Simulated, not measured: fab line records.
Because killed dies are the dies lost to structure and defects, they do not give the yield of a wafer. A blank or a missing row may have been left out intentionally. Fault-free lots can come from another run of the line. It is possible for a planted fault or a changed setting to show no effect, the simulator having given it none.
fab line records | flow n5-finfet | part 1 of 2: steps 1 to 8 of 9
record lots=15 | wafers=43 | last-day=17
route steps=1938 shown FIN_SAQP@125 STI_FIN_REVEAL@207 BEOL_M4@1111
lots that met no fault: from a run of the same line without faults
start-h: hours from the record's first day to the start of the lot's first wafer shown | wait-h: hours since the lot's step before | " the same as in the row above | L1.1+2: several wafers, shown together as one row | - no value, or no start was given | * or withheld: withheld | < > ~ a bound
route shown NAME@n: names a module that has steps shown in the file, with the first one's number in the route | usual: mean/standard deviation of fault-free wafers | same: alike in all rows | chamber/n: place in a boat | sites: the reading at each site | _std_site: how widely they spread, as a standard deviation | _edge_site: inner sites' mean taken away from outer sites' mean | radius-mm: for every site, how far away it sits from the centre of the wafer | mask NAME#n: copy n | behind: tool/chamber where the wafer was last shaped | hold: why the lot was held/for how many hours/how that ended | device: transistor that didn't switch, given as n, p or np | end of line: the same wafers' tests at the end of the route | a step without rows: its recipe alone | killed: count of dies lost to structure and defects at first sort (not the wafer's yield) | map: a wafer's dies, marking killed ones x, the rest . and places with no die _
set.NAME: setting as actually run; set.NAME@STEP: the setting as run at that earlier step | model.NAME: the simulator's own value behind a step, which no gauge read
the route's steps for a sample of lots (tables are steps, rows are wafers)
services: from which hour (start-h, from the record's first day; less than 0 if before it) a tool's chamber was out of use, for how many hours, and why
## steps
# step N5_FIN_SAQP_SPACER1_ALD_24
# recipe material=SiO2 | target-thk-a=203 | temp-c=300 | ald-precursor-family=BDEAS | ald-co-reactant=O2-plasma | pulse-time-s=1 | purge-time-s=2 | co-reactant-purge-time-s=2 | ald-cycles=218 | pressure-torr=2
# usual heater-power-w=487/49 | precursor-pulse-height-rel=0.998/0.02 | susceptor-temp-C=300.03/0.2
# same pulse-time-s=1 | purge-time-s=2
lot.wafer | tool       | chamber | start-h | wait-h | heater-power-w | precursor-pulse-height-rel | susceptor-temp-C
L153.1    | ald-sin-02 | 0       | 23.51   | 0.3    | 565            | 1.014                      | 300.14
L153.2    | "          | 2       | "       | "      | 443            | 1.018                      | 300.11
L153.3    | "          | 3       | "       | "      | 531            | 0.997                      | 299.86
L154.1    | ald-sin-02 | 3       | 29.30   | 0.3    | 529            | 0.982                      | 299.90
L154.2    | "          | 1       | "       | "      | 455            | 1.002                      | 299.81
L154.4    | "          | 0       | "       | "      | 562            | 1.011                      | 300.27
L157.1    | ald-sin-02 | 3       | 48.15   | 1.2    | 531            | 0.953                      | 300.17
L157.2    | "          | 1       | "       | "      | 459            | 1.034                      | 300.22
L157.3    | "          | 2       | "       | "      | 444            | 0.972                      | 300.09
L158.1    | ald-sin-03 | 0       | 55.64   | 0.3    | 407            | 1.035                      | 299.82
L158.2    | "          | 1       | "       | "      | 517            | 1.012                      | 300.04
L158.3    | "          | 2       | "       | "      | 446            | 0.971                      | 300.20
L159.2    | ald-sin-02 | 3       | 59.89   | 0.3    | 532            | 1.021                      | 299.94
L159.5    | "          | 1       | "       | "      | 459            | 1.008                      | 300.41
L159.6    | "          | 0       | "       | "      | 547            | 0.975                      | 299.87
L160.1    | ald-sin-01 | 1       | 65.67   | 0.3    | 489            | 1.030                      | 299.84
L160.2    | "          | 0       | "       | "      | 588            | 1.006                      | 300.07
L160.6    | "          | 1       | "       | "      | 490            | 0.985                      | 299.66
L161.2    | ald-sin-01 | 2       | 72.18   | 0.3    | 473            | 1.001                      | 299.96
L161.5    | "          | 2       | "       | "      | 457            | 1.015                      | 299.82
L161.6    | "          | 3       | "       | "      | 453            | 0.987                      | 299.96
L162.1    | ald-sin-02 | 1       | 77.37   | 0.3    | 449            | 0.989                      | 300.12
L162.3    | "          | 3       | "       | "      | 532            | 1.014                      | 299.78
L162.5    | "          | 1       | "       | "      | 443            | 0.986                      | 300.04
L165.2    | ald-sin-02 | 3       | 97.65   | 1.5    | 525            | 0.974                      | 299.66
L165.5    | "          | 0       | "       | "      | 553            | 0.992                      | 299.86
L165.6    | "          | 2       | "       | "      | 450            | 0.996                      | 299.77
L166.3    | ald-sin-02 | 0       | 103.04  | 0.1    | 558            | 0.991                      | 299.99
L166.5    | "          | 2       | "       | "      | 442            | 0.983                      | 300.06
L166.6    | "          | 3       | "       | "      | 533            | 0.991                      | 300.10
L167.1    | ald-sin-02 | 2       | 108.23  | 0.3    | 450            | 1.006                      | 300.06
L167.3    | "          | 1       | "       | "      | 438            | 1.036                      | 300.24
L167.4    | "          | 3       | "       | "      | 537            | 1.025                      | 299.64
L168.1    | ald-sin-01 | 1       | 113.85  | 0.3    | 501            | 1.002                      | 300.28
L168.6    | "          | 3       | "       | "      | 427            | 0.984                      | 300.09
L169.1    | ald-sin-02 | 0       | 120.59  | 0.3    | 562            | 0.972                      | 299.86
L169.5    | "          | 1       | "       | "      | 446            | 1.017                      | 300.31
L175.2    | ald-sin-01 | 3       | 156.17  | 0.3    | 436            | 1.003                      | 300.25
L175.4    | "          | 2       | "       | "      | 442            | 1.021                      | 299.89
L175.6    | "          | 2       | "       | "      | 441            | 1.005                      | 300.03
L176.3    | ald-sin-01 | 0       | 161.16  | 0.1    | 543            | 1.018                      | 299.88
L176.4    | "          | 2       | "       | "      | 457            | 1.012                      | 300.06
L176.5    | "          | 1       | "       | "      | 498            | 0.982                      | 299.73
# step N5_FIN_SAQP_CD_MEAS_27
# recipe target-cd-nm=20 | landing-energy-ev=1000 | detector=se-inlens | polarity=line
# usual cd-nm=20.33/0.23
lot.wafer | tool      | chamber | start-h | wait-h | cd-nm
L153.1    | cd-sem-01 | 0       | 24.57   | 0.1    | 20.41
L153.2    | "         | 0       | "       | "      | 20.33
L153.3    | "         | 0       | "       | "      | 20.06
L154.1    | cd-sem-01 | 0       | 30.22   | 0.1    | 19.93
L154.2    | "         | 0       | "       | "      | 20.51
L154.4    | "         | 0       | "       | "      | 19.99
L157.1    | cd-sem-03 | 0       | 49.07   | 0.1    | 20.23
L157.2    | "         | 0       | "       | "      | 20.10
L157.3    | "         | 0       | "       | "      | 20.11
L158.1    | cd-sem-03 | 0       | 56.56   | 0.1    | 20.41
L158.2    | "         | 0       | "       | "      | 20.19
L158.3    | "         | 0       | "       | "      | 19.99
L159.2    | cd-sem-02 | 0       | 60.81   | 0.1    | 20.79
L159.5    | "         | 0       | "       | "      | 20.33
L159.6    | "         | 0       | "       | "      | 20.21
L160.1    | cd-sem-03 | 0       | 66.58   | 0.1    | 20.17
L160.2    | "         | 0       | "       | "      | 19.97
L160.6    | "         | 0       | "       | "      | 20.04
L161.2    | cd-sem-02 | 0       | 73.10   | 0.1    | 20.53
L161.5    | "         | 0       | "       | "      | 20.19
L161.6    | "         | 0       | "       | "      | 20.09
L162.1    | cd-sem-02 | 0       | 78.44   | 0.1    | 20.35
L162.3    | "         | 0       | "       | "      | 20.52
L162.5    | "         | 0       | "       | "      | 20.03
L165.2    | cd-sem-03 | 0       | 98.58   | 0.1    | 20.65
L165.5    | "         | 0       | "       | "      | 20.02
L165.6    | "         | 0       | "       | "      | 20.61
L166.3    | cd-sem-03 | 0       | 104.18  | 0.1    | 20.22
L166.5    | "         | 0       | "       | "      | 20.59
L166.6    | "         | 0       | "       | "      | 20.39
L167.1    | cd-sem-02 | 0       | 109.14  | 0.1    | 20.44
L167.3    | "         | 0       | "       | "      | 20.08
L167.4    | "         | 0       | "       | "      | 20.65
L168.1    | cd-sem-03 | 0       | 114.78  | 0.1    | 20.26
L168.6    | "         | 0       | "       | "      | 20.34
L169.1    | cd-sem-03 | 0       | 121.50  | 0.1    | 20.18
L169.5    | "         | 0       | "       | "      | 20.54
L175.2    | cd-sem-03 | 0       | 157.08  | 0.1    | 20.35
L175.4    | "         | 0       | "       | "      | 20.05
L175.6    | "         | 0       | "       | "      | 20.41
L176.3    | cd-sem-02 | 0       | 162.08  | 0.1    | 20.68
L176.4    | "         | 0       | "       | "      | 20.16
L176.5    | "         | 0       | "       | "      | 20.00
# step N5_FIN_SAQP_SPACER2_ALD_28
# recipe material=SiO2 | target-thk-a=81 | temp-c=300 | ald-precursor-family=BDEAS | ald-co-reactant=O2-plasma | pulse-time-s=1 | purge-time-s=2 | co-reactant-purge-time-s=2 | pressure-torr=2
# usual heater-power-w=469/47 | precursor-pulse-height-rel=1.002/0.021 | susceptor-temp-C=299.98/0.19
lot.wafer | tool       | chamber | start-h | wait-h | heater-power-w | precursor-pulse-height-rel | susceptor-temp-C
L153.1    | ald-sin-02 | 3       | 25.68   | 0.1    | 524            | 0.965                      | 300.39
L153.2    | "          | 2       | "       | "      | 452            | 1.015                      | 300.22
L153.3    | "          | 0       | "       | "      | 555            | 0.983                      | 299.74
L154.1    | ald-sin-03 | 1       | 31.24   | 0.1    | 527            | 1.008                      | 299.97
L154.2    | "          | 2       | "       | "      | 445            | 1.009                      | 300.02
L154.4    | "          | 3       | "       | "      | 443            | 0.993                      | 299.51
L157.1    | ald-sin-03 | 3       | 50.19   | 0.1    | 422            | 1.031                      | 299.84
L157.2    | "          | 1       | "       | "      | 507            | 1.045                      | 300.21
L157.3    | "          | 0       | "       | "      | 420            | 1.007                      | 300.27
L158.1    | ald-sin-03 | 1       | 57.63   | 0.1    | 517            | 0.975                      | 299.85
L158.2    | "          | 3       | "       | "      | 438            | 1.029                      | 300.18
L158.3    | "          | 0       | "       | "      | 412            | 1.012                      | 299.99
L159.2    | ald-sin-01 | 3       | 61.86   | 0.1    | 459            | 0.985                      | 300.05
L159.5    | "          | 2       | "       | "      | 471            | 1.003                      | 299.73
L159.6    | "          | 1       | "       | "      | 484            | 0.992                      | 299.95
L160.1    | ald-sin-01 | 1       | 67.60   | 0.1    | 484            | 0.992                      | 299.87
L160.2    | "          | 2       | "       | "      | 467            | 1.019                      | 300.09
L160.6    | "          | 2       | "       | "      | 469            | 1.019                      | 299.84
L161.2    | ald-sin-02 | 2       | 74.73   | 0.7    | 453            | 1.019                      | 300.06
L161.5    | "          | 1       | "       | "      | 445            | 0.989                      | 300.21
L161.6    | "          | 0       | "       | "      | 557            | 0.989                      | 300.29
L162.1    | ald-sin-02 | 3       | 79.64   | 0.2    | 527            | 1.022                      | 300.29
L162.3    | "          | 0       | "       | "      | 553            | 1.049                      | 299.93
L162.5    | "          | 0       | "       | "      | 570            | 1.018                      | 300.12
L165.2    | ald-sin-03 | 1       | 99.67   | 0.1    | 513            | 0.977                      | 300.02
L165.5    | "          | 2       | "       | "      | 456            | 1.030                      | 299.96
L165.6    | "          | 3       | "       | "      | 438            | 0.989                      | 299.67
L166.3    | ald-sin-03 | 2       | 105.40  | 0.1    | 460            | 1.002                      | 299.89
L166.5    | "          | 3       | "       | "      | 429            | 0.989                      | 300.00
L166.6    | "          | 0       | "       | "      | 430            | 1.002                      | 299.87
L167.1    | ald-sin-01 | 2       | 110.28  | 0.1    | 444            | 0.997                      | 299.68
L167.3    | "          | 3       | "       | "      | 433            | 1.009                      | 300.14
L167.4    | "          | 0       | "       | "      | 547            | 1.033                      | 299.73
L168.1    | ald-sin-03 | 0       | 116.23  | 0.2    | 410            | 1.010                      | 299.99
L168.6    | "          | 1       | "       | "      | 526            | 0.997                      | 299.72
L169.1    | ald-sin-03 | 0       | 122.71  | 0.1    | 409            | 0.960                      | 299.99
L169.5    | "          | 2       | "       | "      | 449            | 1.044                      | 300.26
L175.2    | ald-sin-02 | 0       | 158.18  | 0.2    | 569            | 0.976                      | 300.07
L175.4    | "          | 3       | "       | "      | 529            | 0.992                      | 300.04
L175.6    | "          | 0       | "       | "      | 556            | 0.965                      | 299.78
L176.3    | ald-sin-01 | 2       | 163.10  | 0.1    | 456            | 1.018                      | 299.85
L176.4    | "          | 0       | "       | "      | 548            | 1.029                      | 299.93
L176.5    | "          | 1       | "       | "      | 498            | 1.017                      | 299.95
# step N5_FIN_SAQP_MANDREL2_REMOVE_60
# recipe chemistry=HBr/Cl2/O2 | bt-time-s=10 | target=a-Si | stop-on=SiNx | endpoint=OES-SiCl | over-etch-frac=1 | icp-w=600 | bias-w=22 | HBr_flow_sccm=150 | Cl2_flow_sccm=80 | O2_flow_sccm=5 | pressure-mtorr=10
# usual O2_flow_sccm=5.001/0.014 | drypump-motor-current-A=5.8/0.48 | oes-product-au=1.004/0.013 | throttle-valve-pct=36.7/0.3
# same bt-time-s=10
lot.wafer | tool      | chamber | start-h | wait-h | O2_flow_sccm | drypump-motor-current-A | oes-product-au | rf-hours-counter-h | throttle-valve-pct
L153.1    | rie-si-06 | 2       | 26.16   | 0.1    | 5.008        | 5.1                     | 0.982          | 76                 | 36.6
L153.2    | "         | 3       | "       | "      | 4.997        | 4.9                     | 1.004          | 42                 | 36.6
L153.3    | "         | 0       | "       | "      | 5.017        | 6.2                     | 1.013          | 5                  | 36.8
L154.1    | rie-si-04 | 2       | 31.65   | 0.1    | 5.034        | 5.7                     | 1.007          | 74                 | 36.5
L154.2    | "         | 0       | "       | "      | 5.023        | 5.8                     | 0.998          | 23                 | 37.0
L154.4    | "         | 3       | "       | "      | 5.019        | 6.0                     | 0.998          | 194                | 36.8
L157.1    | rie-si-06 | 0       | 50.61   | 0.1    | 5.003        | 6.2                     | 1.014          | 6                  | 36.8
L157.2    | "         | 3       | "       | "      | 4.982        | 5.0                     | 0.995          | 42                 | 36.6
L157.3    | "         | 1       | "       | "      | 5.013        | 5.9                     | 0.998          | 120                | 36.2
L158.1    | rie-si-04 | 3       | 58.28   | 0.1    | 4.996        | 6.0                     | 0.991          | 194                | 36.8
L158.2    | "         | 0       | "       | "      | 4.978        | 5.8                     | 0.998          | 23                 | 37.0
L158.3    | "         | 2       | "       | "      | 5.002        | 5.7                     | 0.997          | 75                 | 36.5
L159.2    | rie-si-04 | 0       | 62.29   | 0.1    | 4.977        | 5.8                     | 1.006          | 23                 | 37.0
L159.5    | "         | 0       | "       | "      | 4.989        | 5.8                     | 1.011          | -                  | 37.0
L159.6    | "         | 3       | "       | "      | 4.976        | 6.0                     | 0.987          | -                  | 36.8
L160.1    | rie-si-04 | 2       | 68.11   | 0.1    | 4.978        | 5.8                     | 0.999          | 75                 | 36.5
L160.2    | "         | 1       | "       | "      | 5.019        | 6.5                     | 1.012          | 63                 | 37.2
L160.6    | "         | 2       | "       | "      | 4.976        | 5.8                     | 1.008          | -                  | 36.5
L161.2    | rie-si-04 | 1       | 75.14   | 0.1    | 5.005        | 6.5                     | 1.018          | 63                 | 37.2
L161.5    | "         | 3       | "       | "      | 4.987        | 6.0                     | 0.987          | -                  | 36.8
L161.6    | "         | 0       | "       | "      | 5.006        | 5.8                     | 1.008          | -                  | 37.0
L162.1    | rie-si-06 | 1       | 80.07   | 0.1    | 5.009        | 5.9                     | 1.000          | 120                | 36.2
L162.3    | "         | 3       | "       | "      | 5.011        | 5.0                     | 1.012          | 43                 | 36.6
L162.5    | "         | 3       | "       | "      | 5.001        | 5.0                     | 0.999          | -                  | 36.6
L165.2    | rie-si-02 | 0       | 100.08  | 0.1    | 4.970        | 5.3                     | 0.989          | 192                | 37.1
L165.5    | "         | 3       | "       | "      | 4.992        | 5.8                     | 1.023          | -                  | 36.8
L165.6    | "         | 0       | "       | "      | 4.978        | 5.3                     | 0.978          | -                  | 37.1
L166.3    | rie-si-06 | 2       | 105.81  | 0.1    | 5.022        | 5.1                     | 0.989          | 78                 | 36.6
L166.5    | "         | 3       | "       | "      | 5.010        | 5.0                     | 1.007          | -                  | 36.6
L166.6    | "         | 2       | "       | "      | 5.014        | 5.1                     | 0.989          | -                  | 36.6
L167.1    | rie-si-06 | 3       | 110.87  | 0.1    | 4.996        | 4.9                     | 0.998          | 44                 | 36.6
L167.3    | "         | 1       | "       | "      | 5.009        | 5.9                     | 0.998          | 121                | 36.2
L167.4    | "         | 0       | "       | "      | 5.019        | 6.2                     | 1.017          | 7                  | 36.8
L168.1    | rie-si-02 | 2       | 116.70  | 0.1    | 5.019        | 6.2                     | 1.025          | 60                 | 36.6
L168.6    | "         | 2       | "       | "      | 4.997        | 6.2                     | 1.017          | -                  | 36.6
L169.1    | rie-si-02 | 1       | 123.35  | 0.1    | 5.000        | 6.3                     | 0.995          | 153                | 36.1
L169.5    | "         | 3       | "       | "      | 5.011        | 5.9                     | 1.041          | -                  | 36.8
L175.2    | rie-si-04 | 0       | 158.59  | 0.1    | 4.993        | 5.8                     | 1.012          | 25                 | 37.0
L175.4    | "         | 0       | "       | "      | 5.029        | 5.8                     | 1.001          | -                  | 37.0
L175.6    | "         | 2       | "       | "      | 5.005        | 5.8                     | 1.008          | -                  | 36.5
L176.3    | rie-si-06 | 2       | 163.83  | 0.1    | 4.989        | 5.1                     | 0.977          | 79                 | 36.6
L176.4    | "         | 1       | "       | "      | 5.005        | 5.9                     | 0.995          | 122                | 36.2
L176.5    | "         | 0       | "       | "      | 4.982        | 6.2                     | 1.020          | -                  | 36.8
# step N5_FIN_SAQP_CD_MEAS_31
# recipe target-cd-nm=8 | landing-energy-ev=1000 | detector=se-inlens | polarity=line
# usual cd-nm=8.12/0.2
lot.wafer | tool      | chamber | start-h | wait-h | cd-nm
L153.1    | cd-sem-01 | 0       | 26.27   | 0.1    | 8.14
L153.2    | "         | 0       | "       | "      | 8.08
L153.3    | "         | 0       | "       | "      | 7.93
L154.1    | cd-sem-03 | 0       | 31.76   | 0.1    | 7.87
L154.2    | "         | 0       | "       | "      | 8.16
L154.4    | "         | 0       | "       | "      | 8.03
L157.1    | cd-sem-02 | 0       | 50.72   | 0.1    | 8.37
L157.2    | "         | 0       | "       | "      | 8.02
L157.3    | "         | 0       | "       | "      | 8.09
L158.1    | cd-sem-03 | 0       | 58.39   | 0.1    | 8.06
L158.2    | "         | 0       | "       | "      | 7.46
L158.3    | "         | 0       | "       | "      | 8.47
L159.2    | cd-sem-03 | 0       | 62.40   | 0.1    | 7.96
L159.5    | "         | 0       | "       | "      | 8.20
L159.6    | "         | 0       | "       | "      | 8.15
L160.1    | cd-sem-02 | 0       | 68.22   | 0.1    | 7.99
L160.2    | "         | 0       | "       | "      | 8.15
L160.6    | "         | 0       | "       | "      | 8.17
L161.2    | cd-sem-03 | 0       | 75.25   | 0.1    | 8.10
L161.5    | "         | 0       | "       | "      | 8.25
L161.6    | "         | 0       | "       | "      | 8.01
L162.1    | cd-sem-02 | 0       | 80.18   | 0.1    | 7.98
L162.3    | "         | 0       | "       | "      | 7.95
L162.5    | "         | 0       | "       | "      | 7.91
L165.2    | cd-sem-02 | 0       | 100.20  | 0.1    | 8.17
L165.5    | "         | 0       | "       | "      | 8.41
L165.6    | "         | 0       | "       | "      | 8.26
L166.3    | cd-sem-02 | 0       | 105.93  | 0.1    | 8.33
L166.5    | "         | 0       | "       | "      | 3.88
L166.6    | "         | 0       | "       | "      | 8.41
L167.1    | cd-sem-03 | 0       | 110.98  | 0.1    | 7.78
L167.3    | "         | 0       | "       | "      | 8.30
L167.4    | "         | 0       | "       | "      | 8.20
L168.1    | cd-sem-03 | 0       | 116.81  | 0.1    | 4.31
L168.6    | "         | 0       | "       | "      | 8.52
L169.1    | cd-sem-02 | 0       | 123.46  | 0.1    | 4.24
L169.5    | "         | 0       | "       | "      | 4.36
L175.2    | cd-sem-01 | 0       | 158.71  | 0.1    | 7.99
L175.4    | "         | 0       | "       | "      | 7.93
L175.6    | "         | 0       | "       | "      | 7.82
L176.3    | cd-sem-01 | 0       | 163.95  | 0.1    | 8.16
L176.4    | "         | 0       | "       | "      | 8.13
L176.5    | "         | 0       | "       | "      | 8.29
# step N5_FIN_SAQP_HM_CD_35
# recipe target-cd-nm=8 | polarity=line
# usual cd-nm=8.17/0.19
lot.wafer | tool      | chamber | start-h | wait-h | cd-nm
L153.1    | cd-sem-03 | -       | 26.53   | 0.1    | 8.19
L153.2    | "         | -       | "       | "      | 8.00
L153.3    | "         | -       | "       | "      | 8.04
L154.1    | cd-sem-02 | -       | 32.03   | 0.1    | 8.18
L154.2    | "         | -       | "       | "      | 7.80
L154.4    | "         | -       | "       | "      | 8.32
L157.1    | cd-sem-02 | -       | 51.23   | 0.1    | 8.19
L157.2    | "         | -       | "       | "      | 8.31
L157.3    | "         | -       | "       | "      | 8.26
L158.1    | cd-sem-03 | -       | 58.66   | 0.1    | 8.07
L158.2    | "         | -       | "       | "      | 8.14
L158.3    | "         | -       | "       | "      | 8.32
L159.2    | cd-sem-02 | -       | 62.67   | 0.1    | 8.03
L159.5    | "         | -       | "       | "      | 8.28
L159.6    | "         | -       | "       | "      | 8.15
L160.1    | cd-sem-03 | -       | 68.48   | 0.1    | 8.18
L160.2    | "         | -       | "       | "      | 7.95
L160.6    | "         | -       | "       | "      | 8.46
L161.2    | cd-sem-03 | -       | 75.52   | 0.1    | 7.90
L161.5    | "         | -       | "       | "      | 8.01
L161.6    | "         | -       | "       | "      | 7.98
L162.1    | cd-sem-02 | -       | 80.45   | 0.1    | 8.12
L162.3    | "         | -       | "       | "      | 7.94
L162.5    | "         | -       | "       | "      | 8.19
L165.2    | cd-sem-03 | -       | 100.50  | 0.1    | 8.41
L165.5    | "         | -       | "       | "      | 8.17
L165.6    | "         | -       | "       | "      | 8.13
L166.3    | cd-sem-03 | -       | 106.20  | 0.1    | 8.27
L166.5    | "         | -       | "       | "      | 4.36
L166.6    | "         | -       | "       | "      | 8.52
L167.1    | cd-sem-03 | -       | 111.30  | 0.1    | 8.10
L167.3    | "         | -       | "       | "      | 8.14
L167.4    | "         | -       | "       | "      | 7.75
L168.1    | cd-sem-03 | -       | 117.08  | 0.1    | 4.16
L168.6    | "         | -       | "       | "      | 8.34
L169.1    | cd-sem-03 | -       | 123.88  | 0.1    | 4.60
L169.5    | "         | -       | "       | "      | 4.39
L175.2    | cd-sem-03 | -       | 159.00  | 0.1    | 7.94
L175.4    | "         | -       | "       | "      | 8.44
L175.6    | "         | -       | "       | "      | 8.31
L176.3    | cd-sem-01 | -       | 164.23  | 0.1    | 8.14
L176.4    | "         | -       | "       | "      | 8.18
L176.5    | "         | -       | "       | "      | 7.67
# step N5_FIN_SAQP_CD_MEAS_37
# recipe target-cd-nm=8 | polarity=line
# usual cd-nm=8.15/0.24
lot.wafer | tool      | chamber | start-h | wait-h | cd-nm
L153.1    | cd-sem-02 | -       | 26.72   | 0.1    | 8.12
L153.2    | "         | -       | "       | "      | 8.58
L153.3    | "         | -       | "       | "      | 7.72
L154.1    | cd-sem-03 | -       | 32.21   | 0.1    | 8.32
L154.2    | "         | -       | "       | "      | 8.10
L154.4    | "         | -       | "       | "      | 8.19
L157.1    | cd-sem-02 | -       | 51.41   | 0.1    | 7.71
L157.2    | "         | -       | "       | "      | 8.09
L157.3    | "         | -       | "       | "      | 7.88
L158.1    | cd-sem-02 | -       | 58.85   | 0.1    | 8.11
L158.2    | "         | -       | "       | "      | 7.84
L158.3    | "         | -       | "       | "      | 8.01
L159.2    | cd-sem-02 | -       | 62.85   | 0.1    | 8.11
L159.5    | "         | -       | "       | "      | 8.17
L159.6    | "         | -       | "       | "      | 7.99
L160.1    | cd-sem-03 | -       | 68.67   | 0.1    | 8.39
L160.2    | "         | -       | "       | "      | 8.47
L160.6    | "         | -       | "       | "      | 8.49
L161.2    | cd-sem-02 | -       | 75.71   | 0.1    | 8.03
L161.5    | "         | -       | "       | "      | 8.29
L161.6    | "         | -       | "       | "      | 8.13
L162.1    | cd-sem-03 | -       | 80.63   | 0.1    | 8.25
L162.3    | "         | -       | "       | "      | 7.71
L162.5    | "         | -       | "       | "      | 8.45
L165.2    | cd-sem-03 | -       | 100.70  | 0.1    | 7.54
L165.5    | "         | -       | "       | "      | 8.19
L165.6    | "         | -       | "       | "      | 8.07
L166.3    | cd-sem-03 | -       | 106.38  | 0.1    | 8.32
L166.5    | "         | -       | "       | "      | 3.86
L166.6    | "         | -       | "       | "      | 8.47
L167.1    | cd-sem-03 | -       | 111.49  | 0.1    | 8.04
L167.3    | "         | -       | "       | "      | 8.22
L167.4    | "         | -       | "       | "      | 7.98
L168.1    | cd-sem-03 | -       | 117.27  | 0.1    | 4.08
L168.6    | "         | -       | "       | "      | 8.28
L169.1    | cd-sem-02 | -       | 124.07  | 0.1    | 4.70
L169.5    | "         | -       | "       | "      | 3.80
L175.2    | cd-sem-01 | -       | 159.18  | 0.1    | 8.07
L175.4    | "         | -       | "       | "      | 7.99
L175.6    | "         | -       | "       | "      | 8.27
L176.3    | cd-sem-03 | -       | 164.42  | 0.1    | 7.94
L176.4    | "         | -       | "       | "      | 8.41
L176.5    | "         | -       | "       | "      | 8.23
# step N5_STI_FIN_REVEAL_CD_MEAS_22
# recipe target-cd-nm=6.238 | pitch-nm=28 | polarity=line
# usual cd-nm=6.30/0.27
lot.wafer | tool      | chamber | start-h | wait-h | cd-nm
L153.1    | cd-sem-01 | -       | 37.16   | 0.0    | 5.85
L153.2    | "         | -       | "       | "      | 5.81
L153.3    | "         | -       | "       | "      | 6.16
L154.1    | cd-sem-03 | -       | 42.73   | 0.0    | 6.55
L154.2    | "         | -       | "       | "      | 6.16
L154.4    | "         | -       | "       | "      | 6.07
L157.1    | cd-sem-02 | -       | 63.81   | 0.0    | 6.50
L157.2    | "         | -       | "       | "      | 6.20
L157.3    | "         | -       | "       | "      | 6.29
L158.1    | cd-sem-03 | -       | 69.70   | 0.0    | 6.05
L158.2    | "         | -       | "       | "      | 6.41
L158.3    | "         | -       | "       | "      | 5.93
L159.2    | cd-sem-02 | -       | 74.09   | 0.0    | 6.37
L159.5    | "         | -       | "       | "      | 6.37
L159.6    | "         | -       | "       | "      | 6.36
L160.1    | cd-sem-02 | -       | 78.96   | 0.0    | 6.41
L160.2    | "         | -       | "       | "      | 6.84
L160.6    | "         | -       | "       | "      | 6.69
L161.2    | cd-sem-02 | -       | 85.92   | 0.0    | 6.73
L161.5    | "         | -       | "       | "      | 6.39
L161.6    | "         | -       | "       | "      | 6.00
L162.1    | cd-sem-03 | -       | 91.30   | 0.0    | 5.96
L162.3    | "         | -       | "       | "      | 6.03
L162.5    | "         | -       | "       | "      | 5.98
L165.2    | cd-sem-02 | -       | 110.84  | 0.0    | 6.12
L165.5    | "         | -       | "       | "      | 6.42
L165.6    | "         | -       | "       | "      | 6.44
L166.3    | cd-sem-03 | -       | 116.57  | 0.0    | 6.27
L166.5    | "         | -       | "       | "      | 2.42
L166.6    | "         | -       | "       | "      | 6.88
L167.1    | cd-sem-03 | -       | 121.62  | 0.0    | 6.29
L167.3    | "         | -       | "       | "      | 6.25
L167.4    | "         | -       | "       | "      | 6.16
L168.1    | cd-sem-02 | -       | 127.47  | 0.0    | 2.54
L168.6    | "         | -       | "       | "      | 6.38
L169.1    | cd-sem-03 | -       | 134.81  | 0.0    | 2.62
L169.5    | "         | -       | "       | "      | 2.56
L175.2    | cd-sem-03 | -       | 170.27  | 0.0    | 6.28
L175.4    | "         | -       | "       | "      | 6.42
L175.6    | "         | -       | "       | "      | 5.72
L176.3    | cd-sem-01 | -       | 174.56  | 0.0    | 6.26
L176.4    | "         | -       | "       | "      | 6.55
L176.5    | "         | -       | "       | "      | 6.12
## key
first-sign step=N5_FIN_SAQP_CD_MEAS_31 | reading=cd-nm | direction=down | sigmas=20 | usual=8.12 | struck=4.20
effect step=N5_FIN_SAQP_HM_CD_35 | reading=cd-nm | direction=down | sigmas=19 | usual=8.17 | struck=4.38
effect step=N5_FIN_SAQP_CD_MEAS_37 | reading=cd-nm | direction=down | sigmas=17 | usual=8.15 | struck=4.11
effect step=N5_STI_FIN_REVEAL_CD_MEAS_22 | reading=cd-nm | direction=down | sigmas=14 | usual=6.30 | struck=2.54
effect step=N5_BEOL_M4_RC_MEAS_101 | reading=VT_N_LVT | direction=up | sigmas=23 | usual=98.8 | struck=156.3
effect step=N5_BEOL_M4_RC_MEAS_101 | reading=VT_N | direction=up | sigmas=23 | usual=250.1 | struck=306.7
effect step=N5_BEOL_M4_RC_MEAS_101 | reading=ION_N | direction=down | sigmas=21 | usual=671 | struck=491
effect step=N5_BEOL_M4_RC_MEAS_101 | reading=DIBL_P | direction=down | sigmas=17 | usual=36.6 | struck=4.2
effect step=N5_BEOL_M4_RC_MEAS_101 | reading=DIBL_N | direction=down | sigmas=15 | usual=36.4 | struck=13.4
effect step=N5_BEOL_M4_RC_MEAS_101 | reading=ION_P | direction=down | sigmas=15 | usual=462 | struck=375
effect step=N5_BEOL_M4_RC_MEAS_101 | reading=SS_P | direction=down | sigmas=14 | usual=73.4 | struck=65.2
effect step=N5_BEOL_M4_RC_MEAS_101 | reading=VT_P_LVT | direction=down | sigmas=13 | usual=-98.9 | struck=-133.0
effect step=N5_BEOL_M4_RC_MEAS_101 | reading=VT_P | direction=down | sigmas=12 | usual=-250.1 | struck=-284.6
effect step=N5_BEOL_M4_RC_MEAS_101 | reading=SS_N | direction=down | sigmas=9.8 | usual=71.5 | struck=66.6
effect step=N5_BEOL_M4_RC_MEAS_101 | reading=IOFF_N_LIN | direction=down | sigmas=8.3 | usual=0.072 | struck=0.004
effect step=N5_BEOL_M4_RC_MEAS_101 | reading=IOFF_N_85C | direction=down | sigmas=8.1 | usual=3.0 | struck=0.2
met-at N5_FIN_SAQP_SPACER2_ALD_28
struck-lots L166,L168,L169
struck-wafers L166.5,L168.1,L169.1,L169.5
sort-left-out L166.5,L168.1,L169.1,L169.5
not-acting-at N5_FIN_SAQP_SPACER1_ALD_24,N5_FIN_SAQP_CD_MEAS_27,N5_FIN_SAQP_MANDREL2_REMOVE_60
onset-between 99.67 105.40
fault kind=process-parameter-drift | tool=ald-sin-03 | chamber=- | onset-h=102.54 | steps=N5_FIN_SAQP_SPACER2_ALD_28 | channel=target-thk-a | offset=* | shape=step | end-h=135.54 | scope=struck-wafers-only | acts-in=* | stated=*
# sort-left-out: the simulated sort isn't trusted on such a fault, so these wafers' sort isn't shown, and their yield isn't known
